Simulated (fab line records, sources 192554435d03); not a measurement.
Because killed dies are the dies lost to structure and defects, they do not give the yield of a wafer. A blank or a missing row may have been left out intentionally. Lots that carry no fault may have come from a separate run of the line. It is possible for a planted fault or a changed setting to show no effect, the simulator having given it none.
Struck lot and sound lot, side by side    flow n5_finfet    38 out of 1938 route steps
Sound: the wafers L205.2, L205.4, L205.6. Struck: wafer L215.3. (L215.5 of the same lot was not struck and is left out.) The cause comes at the end.
At each step with rows: each side's tool, then ch and its chambers, then its first start. Under that, the readings that differ: sound wafers    struck wafers    difference of the means    sigmas: that difference in standard deviations of wafers without a fault.
alike: words and numbers the same on both sides, and readings whose means are apart by under 2 such deviations; not compared: readings that were withheld, readings missing a value for some wafer, numbers with overlapping values and no deviation given by the record, and bounds like >300 which may hide the same value.
Wherever a step has rows on one side only, a row that says differs or no value, or a row with sigmas, the two part there. Numbers that don't overlap but have no deviation are shown without sigmas and don't part them. Lack of a reading on every wafer of one side parts them only where that side has two or more wafers.

first, 9 steps without rows for these wafers: N5_BEOL_M4_ANNEAL_95 (time 240 s); N5_BEOL_M4_SPUTTER_96 (material Cu, target thk 4.5 nm, time 8.29 s); N5_BEOL_M4_ECD_50 (material Cu, target thk 300 nm); N5_BEOL_M4_ANNEAL_51 (time 90 s); N5_BEOL_M4_CMP_52 (polishes, stops on SiOC, t overpolish 6.8 s, target thk 40 nm); N5_BEOL_M4_PRE_CLEAN_60 (time 15 s); N5_BEOL_M4_CO_CAP_55 (material Co, precursor CCTBA/H2, target thk 2 nm, time 102.1 s); N5_BEOL_M4_PRE_CLEAN_56 (time 15 s); N5_BEOL_M4_DEP_57 (deposits SiCN from 3MS/NH3, target thk 8 nm, time 14 s).
N5_BEOL_M4_RC_MEAS_101:
  sound on prober-02 ch 0, day 9 18:59; struck on prober-01 ch 0, day 11 23:42
reading        sound        struck  difference  sigmas
ION_N (uA/um)  676 679 682  660     -19         -2
  alike: DIBL_N, DIBL_P, IOFF_N, IOFF_P, ION_P, SS_N, SS_P, VT_N, VT_P
then, 24 steps without rows for these wafers: N5_BEOL_M5_ILD_DEP_00 (deposits SiCOH lowk from DEMS/porogen, target thk 140.64 nm, time 25.9 s); N5_BEOL_M5_CURE_79 (cures SiCOH lowk, time 240 s); N5_BEOL_M5_PECVD_70 (deposits SiO2 from TEOS/O2, target thk 16 nm, time 18 s); N5_BEOL_M5_HM_DEP_02 (deposits TiN, target thk 20 nm); N5_BEOL_M5_COAT_59 (time 60 s, resist thk 60 nm); N5_BEOL_M5_COAT_60 (time 60 s, resist thk 12 nm); N5_BEOL_M5_COAT_71 (time 60 s, resist thk 5 nm); N5_BEOL_M5_COAT_05 (resist thk 30 nm); N5_BEOL_M5_EBR_07; N5_BEOL_M5_SOFTBAKE_06 (time 60 s); N5_BEOL_M5_EXPOSE_08 (exposes mask M5, target cd 28 nm); N5_BEOL_M5_PEB_09 (peb time 60 s); N5_BEOL_M5_DEVELOP_10 (develop time 30 s); N5_BEOL_M5_DESCUM_16 (chemistry O2, time 7 s); N5_BEOL_M5_ETCH_72 (etches underlayer in N2/H2, target depth 6.5 nm, time 5.2 s); N5_BEOL_M5_ETCH_61 (etches SiARC in CF4, target depth 15.6 nm, time 26 s); N5_BEOL_M5_ETCH_62 (etches SOC in N2/H2, target depth 75 nm, overetch 15 nm, time 112.5 s); N5_BEOL_M5_STRIP_63 (strips in N2/H2); N5_BEOL_M5_STRIP_73 (strips in N2/H2); N5_BEOL_M5_STRIP_64 (strips in CF4); N5_BEOL_M5_HM_OPEN_17 (chemistry Cl2/BCl3, target TiN, target depth 20 nm, overetch 6 nm); N5_BEOL_M5_STRIP_19 (strips in O2); N5_BEOL_M5_COAT_65 (time 60 s, resist thk 60 nm); N5_BEOL_M5_COAT_66 (time 60 s, resist thk 12 nm).
-- record jumps: 3 days separate the struck wafers' starts on either side; left off in module BEOL_M5, taken up again in module BEOL_M12, whose first shown step is the route's number 1608 --
N5_BEOL_M12_EXPOSE_07: exposes mask V11.
  sound on krf_scanner-01 ch 0, day 12 05:19; struck on krf_scanner-01 ch 0, day 14 11:52
  alike: mask, focus_offset_nm
N5_BEOL_M12_CD_MEAS_10 targets a cd of 140 nm.
  sound on cd_sem-01 ch 0, day 12 05:28; struck on cd_sem-03 ch 0, day 14 12:01
reading     sound              struck  difference  sigmas
cd_nm (nm)  138.7 139.9 139.9  113.3   -26.2       -16
N5_BEOL_M12_CD_MEAS_17 targets a cd of 140 nm.
  sound on cd_sem-01, day 12 06:04; struck on cd_sem-02, day 14 12:37
reading     sound              struck  difference  sigmas
cd_nm (nm)  139.0 139.2 140.3  114.0   -25.5       -15
N5_PASSIVATION_PROBE_49:
  sound on prober-01, day 13 23:26; struck on prober-02, day 16 01:42
reading                   sound           struck  difference  sigmas
defect_limited_yield (%)  89.1 92.2 93.0  31.9    -59.5       -43
killed_at_M4_up           29 20 17        724     +702        +99 or more
killed_dies               129 92 83       804     +703        +44
killed_on_rim             13 9 10         96      +85         +25
sort_bin_5_function (%)   6.2 4.2 4.3     64.2    +59.3       +65
sort_n_pass               1051 1088 1097  376     -703        -44
sort_yield_pct (%)        89.1 92.2 93.0  31.9    -59.5       -43
  alike: killed_at_M0_to_M3, killed_at_contacts, killed_at_front_end, killed_at_other, killed_open, killed_short, sort_bin_6_memory

WHERE THEY PART
First at N5_BEOL_M4_RC_MEAS_101; last, within this record, at N5_PASSIVATION_PROBE_49.

WHY: what had been put in by the simulator
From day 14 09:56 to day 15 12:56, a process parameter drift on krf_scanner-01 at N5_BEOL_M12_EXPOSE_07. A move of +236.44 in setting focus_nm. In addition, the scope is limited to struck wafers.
